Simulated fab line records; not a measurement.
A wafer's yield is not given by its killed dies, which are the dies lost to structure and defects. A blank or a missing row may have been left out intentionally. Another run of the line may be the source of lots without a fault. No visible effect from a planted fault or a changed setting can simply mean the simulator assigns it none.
fab line records	flow nandHarc
record lots=15	wafers=45	lastDay=25
route steps=1159 shown A_SGD_CUT@776 A_SLIT@787
lots with no fault: from the same line, run without faults
startH: the number of hours between the record's first day and the start of the first shown wafer of the lot	waitH: hours elapsed since this lot's preceding step	" the same as in the row above	L1.1+2: several wafers, shown together as one row	- no value, or no start given	* or withheld: withheld	< > ~ a bound
route shown NAME@n: names a module that has steps shown in the file, with the first one's number in the route	usual: the fault-free wafers' mean and standard deviation	same: alike in all rows	chamber/n: place in a boat	sites: each site's reading	_std_site: standard deviation of those values	_edge_site: outer sites' mean less inner sites'	radiusMm: how far each site lies from the wafer's centre	mask NAME#n: copy n	behind: the most recent tool/chamber to have shaped the wafer	hold: cause of the lot's hold/its duration in hours/its outcome	device: transistor that didn't switch, given as n, p or np	end of line: tests run on the same wafers once the route is complete	where a step has no rows: the recipe by itself	killed: dies that structure and defects cost at the first sort, which is not the same as the wafer's yield	map: shows each die of a wafer: x if killed, . if not, _ if none is there
set.NAME: the setting the step ran with; set.NAME@STEP: the setting that earlier step ran with	model.NAME: the simulator's own value behind a step, which no gauge read
route steps across a sampled set of lots; one table per step, one row per wafer
services: the hour from which a tool's chamber was out of use, counted from the record's first day as startH (under 0 if before that day), plus the number of hours and why
## steps
# step NHARC_A_SGD_CUT_ETCHBACK_24
# recipe targetDepthA=500	overEtchFrac=0.3	timeS=92.857	ionEnergyEv=120	ch3fFlowSccm=50	o2FlowSccm=30	arFlowSccm=200	rfW=500	biasW=100	chemistry=CH3F/O2
# usual drypumpMotorCurrentA=5.8/0.5	oesProductAu=0.98/0.033	rfVppV=244.4/1.6	showerheadPlenumPTorr=2.47/0.097	throttleValvePct=20.664/0.0099
# same timeS=92.857
lot.wafer	tool	chamber	startH	waitH	drypumpMotorCurrentA	oesProductAu	rfHoursCounterH	rfVppV	showerheadPlenumPTorr	throttleValvePct
L277.1	rieDiel-05	2	315.09	0.2	6.2	1.01	11	247.3	2.58	20.652
L277.6	"	0	"	"	6.4	1.02	-	245.4	2.53	20.689
L277.5	"	1	"	"	5.6	1.00	-	244.5	2.53	20.682
L280.2	rieDiel-05	0	329.01	0.2	6.4	0.99	11	246.2	2.53	20.669
L280.1	"	1	"	"	5.6	0.99	11	246.3	2.53	20.655
L280.6	"	0	"	"	6.4	0.99	-	245.8	2.53	20.668
L279.3	rieDiel-11	3	329.02	0.1	5.0	0.99	14	242.5	2.29	20.684
L279.1	"	2	"	"	5.3	0.99	14	243.2	2.41	20.676
L279.5	"	3	"	"	5.0	0.99	-	241.1	2.29	20.674
L282.3	rieDiel-07	0	329.07	0.1	6.0	1.00	9	246.6	2.58	20.654
L282.2	"	1	"	"	5.6	1.00	10	242.1	2.32	20.652
L282.6	"	0	"	"	6.0	1.00	-	247.6	2.58	20.664
L281.3	rieDiel-11	1	349.64	0.1	6.4	0.96	16	244.6	2.53	20.656
L281.4	"	3	"	"	5.0	0.94	16	242.4	2.29	20.674
L281.6	"	2	"	"	5.3	0.92	-	244.0	2.41	20.662
L283.4	rieDiel-07	2	368.91	0.2	6.4	0.93	16	242.5	2.41	20.664
L283.2	"	3	"	"	5.7	0.93	16	246.2	2.50	20.665
L283.3	"	1	"	"	5.6	0.92	16	242.6	2.32	20.674
L285.2	rieDiel-07	3	372.79	0.1	5.7	1.01	16	244.2	2.50	20.676
L285.1	"	2	"	"	6.5	1.02	17	244.5	2.41	20.664
L285.5	"	0	"	"	6.0	1.01	-	244.3	2.57	20.668
L287.1	rieDiel-07	1	372.91	0.2	5.6	0.99	17	242.1	2.32	20.668
L287.5	"	3	"	"	5.7	1.02	-	244.8	2.50	20.674
L287.6	"	0	"	"	6.0	1.01	-	247.2	2.57	20.670
L291.2	rieDiel-05	2	408.14	0.1	6.1	0.93	5	245.9	2.58	20.667
L291.1	"	3	"	"	5.0	0.92	5	242.1	2.33	20.665
L291.4	"	0	"	"	6.4	0.93	5	245.0	2.53	20.671
L289.3	rieDiel-11	2	408.15	0.2	5.3	0.92	4	243.2	2.41	20.651
L289.1	"	3	"	"	5.0	0.92	4	242.7	2.29	20.673
L289.5	"	1	"	"	6.4	0.94	-	246.2	2.52	20.656
L288.2	rieDiel-05	1	408.30	0.1	5.6	1.01	5	245.5	2.53	20.665
L288.6	"	1	"	"	5.6	1.01	-	246.1	2.53	20.664
L288.5	"	2	"	"	6.1	1.00	-	246.1	2.58	20.658
L292.3	rieDiel-07	3	417.69	0.2	5.7	1.02	0	246.1	2.50	20.683
L292.6	"	1	"	"	5.6	1.00	-	240.6	2.32	20.664
L292.5	"	2	"	"	6.4	0.98	-	241.8	2.40	20.647
L294.4	rieDiel-11	2	417.70	0.2	5.3	0.97	4	242.7	2.41	20.652
L294.6	"	0	"	"	5.8	1.00	-	244.7	2.53	20.663
L294.5	"	1	"	"	6.4	1.01	-	244.7	2.52	20.655
L295.1	rieDiel-05	0	417.84	0.2	6.4	0.93	6	243.5	2.53	20.666
L295.4	"	1	"	"	5.5	0.92	6	245.2	2.53	20.655
L295.3	"	2	"	"	6.2	0.94	6	245.6	2.58	20.662
L300.3	rieDiel-07	0	451.57	0.1	6.0	0.94	4	246.1	2.57	20.660
L300.1	"	1	"	"	5.6	0.93	4	243.1	2.32	20.672
L300.4	"	2	"	"	6.5	0.92	3	242.0	2.40	20.656
# step NHARC_A_SLIT_EXPOSE_06
# recipe na=1.35	doseMj=60.82	maskId=SLIT
# usual exposureDoseMJCm2=60.78/0.053	focusOffsetNm=0.0/0.53
lot.wafer	tool	chamber	startH	waitH	mask	exposureDoseMJCm2	focusOffsetNm
L277.1	arfiScanner-01	0	318.58	-	SLIT#0	60.67	1.0
L277.5	"	0	"	"	SLIT#0	60.78	0.5
L277.6	"	0	"	"	SLIT#0	60.74	0.1
L279.1	arfiScanner-01	0	332.06	-	SLIT#0	60.80	-1.1
L279.3	"	0	"	"	SLIT#0	60.69	-0.4
L279.5	"	0	"	"	SLIT#0	60.77	0.3
L280.1	arfiScanner-03	0	332.22	-	SLIT#0	60.74	-0.3
L280.2	"	0	"	"	SLIT#0	60.85	-0.3
L280.6	"	0	"	"	SLIT#0	60.71	-0.2
L282.2	arfiScanner-03	0	332.51	-	SLIT#0	60.81	0.2
L282.3	"	0	"	"	SLIT#0	60.79	-0.8
L282.6	"	0	"	"	SLIT#0	60.86	0.1
L281.3	arfiScanner-02	0	354.05	-	SLIT#0	60.78	-0.5
L281.4	"	0	"	"	SLIT#0	60.79	-0.1
L281.6	"	0	"	"	SLIT#0	60.80	0.1
L283.2	arfiScanner-03	0	374.85	-	SLIT#0	60.78	0.7
L283.3	"	0	"	"	SLIT#0	60.74	0.2
L283.4	"	0	"	"	SLIT#0	60.82	0.0
L285.1	arfiScanner-03	0	378.43	-	SLIT#0	60.88	0.5
L285.2	"	0	"	"	SLIT#0	60.85	0.0
L285.5	"	0	"	"	SLIT#0	60.88	0.5
L287.1	arfiScanner-02	0	378.85	-	SLIT#0	60.74	0.5
L287.5	"	0	"	"	SLIT#0	60.74	1.0
L287.6	"	0	"	"	SLIT#0	60.87	0.2
L291.1	arfiScanner-01	0	411.33	-	SLIT#0	60.79	0.3
L291.2	"	0	"	"	SLIT#0	60.74	0.0
L291.4	"	0	"	"	SLIT#0	60.83	1.2
L289.1	arfiScanner-03	0	411.48	-	SLIT#0	60.83	-0.3
L289.3	"	0	"	"	SLIT#0	60.78	-0.5
L289.5	"	0	"	"	SLIT#0	60.81	-0.7
L288.2	arfiScanner-02	0	413.44	-	SLIT#0	60.75	1.3
L288.5	"	0	"	"	SLIT#0	60.70	1.1
L288.6	"	0	"	"	SLIT#0	60.71	0.9
L292.3	arfiScanner-02	-	424.21	-	SLIT#0	-	-
L292.5	"	-	"	"	SLIT#0	-	-
L292.6	"	-	"	"	SLIT#0	-	-
L294.4	arfiScanner-02	-	424.82	-	SLIT#0	-	-
L294.5	"	-	"	"	SLIT#0	-	-
L294.6	"	-	"	"	SLIT#0	-	-
L295.1	arfiScanner-01	-	425.81	-	SLIT#0	-	-
L295.3	"	-	"	"	SLIT#0	-	-
L295.4	"	-	"	"	SLIT#0	-	-
L300.1	arfiScanner-03	0	454.71	-	SLIT#0	60.84	1.2
L300.3	"	0	"	"	SLIT#0	60.96	-0.1
L300.4	"	0	"	"	SLIT#0	60.84	-1.4
# step NHARC_A_SLIT_ETCH_15
# recipe targetDepthA=32000	overEtchFrac=0.3	timeS=832	ionEnergyEv=150	o2FlowSccm=400	cosFlowSccm=20	arFlowSccm=0	rfW=500	biasW=300	chemistry=O2/COS
# usual drypumpMotorCurrentA=6.0/0.44	oesProductAu=0.999/0.013	rfVppV=314.8/1.3	showerheadPlenumPTorr=3.16/0.078	throttleValvePct=28.330/0.0089
# same timeS=832
lot.wafer	tool	chamber	startH	waitH	drypumpMotorCurrentA	oesProductAu	rfHoursCounterH	rfVppV	showerheadPlenumPTorr	throttleValvePct
L277.1	rieDiel-10	1	-	-	5.6	1.015	11	316.2	3.22	28.341
L277.5	"	2	"	"	6.1	1.000	-	313.0	3.13	28.324
L277.6	"	3	"	"	6.6	1.027	-	317.0	3.33	28.314
L279.1	rieDiel-04	3	-	-	6.4	0.983	2	315.1	3.15	28.345
L279.3	"	0	"	"	6.0	1.007	2	314.9	3.15	28.328
L279.5	"	3	"	"	6.4	0.986	-	315.5	3.15	28.326
L280.1	rieDiel-09	1	-	-	6.3	0.987	6	313.8	3.10	28.326
L280.2	"	2	"	"	5.1	0.989	7	313.7	3.16	28.326
L280.6	"	2	"	"	5.1	0.994	-	315.5	3.16	28.352
L282.3	rieDiel-10	3	-	-	6.6	1.022	12	317.4	3.33	28.341
L282.2	"	1	"	"	5.6	1.022	12	316.1	3.22	28.340
L282.6	"	0	"	"	5.7	1.008	-	314.8	3.19	28.321
L281.3	rieDiel-09	1	-	-	6.3	0.994	7	312.8	3.10	28.319
L281.4	"	2	"	"	5.1	0.991	9	315.3	3.16	28.320
L281.6	"	0	"	"	5.3	0.986	-	317.9	3.31	28.332
L283.2	rieDiel-04	3	-	-	6.4	0.985	6	314.3	3.15	28.325
L283.4	"	0	"	"	6.0	1.018	5	313.6	3.14	28.328
L283.3	"	1	"	"	6.0	0.996	5	313.4	3.08	28.333
L285.1	rieDiel-10	1	-	-	5.6	1.014	0	315.7	3.22	28.331
L285.2	"	2	"	"	6.0	1.001	0	312.9	3.13	28.308
L285.5	"	0	"	"	5.7	0.995	-	316.2	3.19	28.343
L287.1	rieDiel-09	0	-	-	5.3	0.984	10	317.7	3.31	28.332
L287.5	"	2	"	"	5.1	0.993	-	314.0	3.16	28.325
L287.6	"	3	"	"	6.0	0.991	-	315.3	3.11	28.333
L291.2	rieDiel-09	1	-	-	6.3	0.991	11	314.4	3.10	28.324
L291.1	"	3	"	"	6.0	1.004	12	314.7	3.11	28.326
L291.4	"	0	"	"	5.3	0.986	12	316.1	3.31	28.333
L289.3	rieDiel-10	0	-	-	5.7	0.997	4	314.8	3.19	28.341
L289.1	"	3	"	"	6.6	1.013	2	318.5	3.32	28.337
L289.5	"	0	"	"	5.7	0.993	-	315.5	3.19	28.325
L288.2	rieDiel-04	1	-	-	6.0	0.993	8	314.4	3.08	28.334
L288.5	"	1	"	"	6.0	1.000	-	313.0	3.08	28.344
L288.6	"	2	"	"	6.4	1.009	-	313.9	3.08	28.330
L292.3	rieDiel-04	2	-	-	6.4	1.009	10	313.2	3.08	28.343
L292.6	"	1	"	"	6.0	0.981	-	313.2	3.08	28.326
L292.5	"	2	"	"	6.4	1.011	-	315.8	3.08	28.335
L294.4	rieDiel-09	2	-	-	5.1	0.983	14	315.3	3.16	28.331
L294.6	"	3	"	"	6.0	1.000	-	312.1	3.11	28.326
L294.5	"	0	"	"	5.3	0.976	-	316.4	3.31	28.336
L295.3	rieDiel-04	1	-	-	6.0	0.983	10	314.6	3.08	28.338
L295.1	"	2	"	"	6.4	1.018	11	314.6	3.08	28.314
L295.4	"	3	"	"	6.4	0.987	10	315.0	3.14	28.337
L300.1	rieDiel-04	3	-	-	6.4	0.987	12	314.2	3.14	28.318
L300.4	"	0	"	"	6.0	1.011	11	314.8	3.14	28.315
L300.3	"	2	"	"	6.4	1.027	12	314.5	3.08	28.318
# step NHARC_A_SLIT_ETCH_17
# recipe biasV=900	sourceW=withheld	pressureMtorr=20	arFlowSccm=375	c4f8FlowSccm=83.3	o2FlowSccm=41.7	timeS=1687.5	targetDepthA=1.01e+05	chemistry=C4F8/O2/Ar
# usual drypumpMotorCurrentA=5.7/0.32	showerheadPlenumPTorr=3.78/0.053	throttleValvePct=32.046/0.0091
# same timeS=1687.5
lot.wafer	tool	chamber	startH	waitH	drypumpMotorCurrentA	rfHoursCounterH	showerheadPlenumPTorr	throttleValvePct
L277.1	harEtch-02	1	322.03	-	5.9	166	3.85	32.051
L277.5	"	1	"	"	5.9	-	3.85	32.036
L277.6	"	0	"	"	5.6	-	3.85	32.033
L280.1	harEtch-02	1	333.93	-	5.9	175	3.84	32.041
L280.2	"	0	"	"	5.6	175	3.84	32.048
L280.6	"	1	"	"	5.9	-	3.84	32.039
L279.1	harEtch-01	1	334.04	-	6.1	4	3.79	32.037
L279.3	"	1	"	"	6.1	-	3.79	32.034
L279.5	"	1	"	"	6.1	-	3.79	32.037
L282.2	harEtch-01	1	335.46	-	6.1	6	3.79	32.047
L282.3	"	0	"	"	5.3	-	3.71	32.042
L282.6	"	0	"	"	5.3	-	3.71	32.038
L281.4	harEtch-01	0	355.65	-	5.3	-	3.71	32.044
L281.3	"	1	"	"	6.2	-	3.79	32.038
L281.6	"	1	"	"	6.1	-	3.79	32.067
L283.2	harEtch-02	1	378.43	-	5.9	190	3.83	32.053
L283.3	"	1	"	"	5.9	-	3.83	32.052
L283.4	"	0	"	"	5.6	-	3.83	32.040
L285.2	harEtch-01	1	382.49	-	6.2	22	3.78	32.054
L285.1	"	0	"	"	5.3	22	3.70	32.058
L285.5	"	0	"	"	5.3	-	3.70	32.033
L287.1	harEtch-01	0	384.17	-	5.3	23	3.70	32.039
L287.5	"	0	385.17	-	5.3	-	3.70	32.040
L287.6	"	1	"	"	6.1	-	3.78	32.052
L291.2	harEtch-01	0	412.42	-	5.3	37	3.69	32.065
L291.1	"	1	"	"	6.1	37	3.77	32.053
L291.4	"	1	"	"	6.1	-	3.77	32.049
L289.1	harEtch-02	1	412.59	-	5.9	207	3.82	32.051
L289.3	"	1	"	"	5.9	-	3.82	32.037
L289.5	"	0	"	"	5.6	-	3.82	32.051
L288.2	harEtch-02	1	414.54	-	5.9	208	3.82	32.029
L288.5	"	1	415.54	-	5.9	-	3.82	32.048
L288.6	"	0	"	"	5.6	-	3.82	32.025
L292.3	harEtch-01	0	425.80	-	5.3	-	3.69	32.059
L292.5	"	0	"	"	5.3	-	3.69	32.031
L292.6	"	1	"	"	6.2	-	3.77	32.037
L295.1	harEtch-01	0	426.99	-	5.3	45	3.69	32.041
L295.3	"	0	"	"	5.3	-	3.69	32.036
L295.4	"	1	"	"	6.2	-	3.77	32.061
L294.4	harEtch-02	0	427.07	-	5.6	-	3.82	32.059
L294.5	"	0	"	"	5.6	-	3.82	32.046
L294.6	"	1	"	"	5.9	-	3.82	32.050
L300.1	harEtch-02	1	456.87	-	5.9	228	3.81	32.043
L300.3	"	0	"	"	5.6	-	3.81	32.058
L300.4	"	1	"	"	5.9	-	3.81	32.047
## services
tool	chamber	startH	hours	kind
rieDiel-11	0	301.38	34.5	repair
harEtch-01	-	308.84	17.0	pm
arfiScanner-03	-	312.00	4.0	pm
rieDiel-05	3	316.84	7.3	repair
rieDiel-05	0	333.81	4.8	repair
harEtch-01	-	338.76	0.4	repair
rieDiel-05	-	340.60	9.0	pm
arfiScanner-01	-	348.76	0.7	repair
rieDiel-10	2	348.85	2.6	repair
rieDiel-10	-	353.71	9.0	pm
rieDiel-09	0	365.59	1.6	repair
rieDiel-11	-	366.56	9.0	pm
rieDiel-07	1	377.19	1.6	repair
rieDiel-09	1	378.57	2.4	repair
rieDiel-07	-	388.79	0.7	repair
arfiScanner-03	-	397.58	8.0	repair
harEtch-02	-	400.65	0.7	repair
rieDiel-07	-	405.20	9.0	pm
arfiScanner-02	-	417.07	1.0	repair
arfiScanner-02	-	428.00	4.0	pm
rieDiel-09	-	431.11	9.0	pm
rieDiel-05	0	432.69	10.8	repair
arfiScanner-03	-	450.02	0.5	repair
rieDiel-05	-	454.47	0.1	repair
## key
firstSign step=NHARC_A_SLIT_EXPOSE_06	reading=toolRecord	direction=missing
effect none on later readings
metAt NHARC_A_SLIT_EXPOSE_06
struckLots L292,L294,L295
laterRowsLeftOut L292.3,L292.5,L292.6,L294.4,L294.5,L294.6,L295.1,L295.3,L295.4
sortLeftOut L292.3,L292.5,L292.6,L294.4,L294.5,L294.6,L295.1,L295.3,L295.4
testerLeftOut L292,L294,L295
notActingAt NHARC_A_SGD_CUT_ETCHBACK_24,NHARC_A_SLIT_ETCH_15,NHARC_A_SLIT_ETCH_17
onsetBetween 413.44 424.21
fault kind=skippedStepWhole	tool=arfiScanner-01,arfiScanner-02	chamber=-	onsetH=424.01	steps=NHARC_A_SLIT_EXPOSE_06	scope=struckLotsOnly
# testerLeftOut: of these lots the tester's yield and bins aren't shown, on N5 and GAA mostly nor the transistor test; their killed dies are dies lost to structure and defects alone, not to doping, threshold or leakage, so they don't give the yield
# sortLeftOut: the simulated sort isn't trusted on such a fault, so these wafers' sort isn't shown, and their yield isn't known
# laterRowsLeftOut: the simulator's readings of these wafers behind a module that went badly wrong aren't trusted and aren't shown, but for the sort
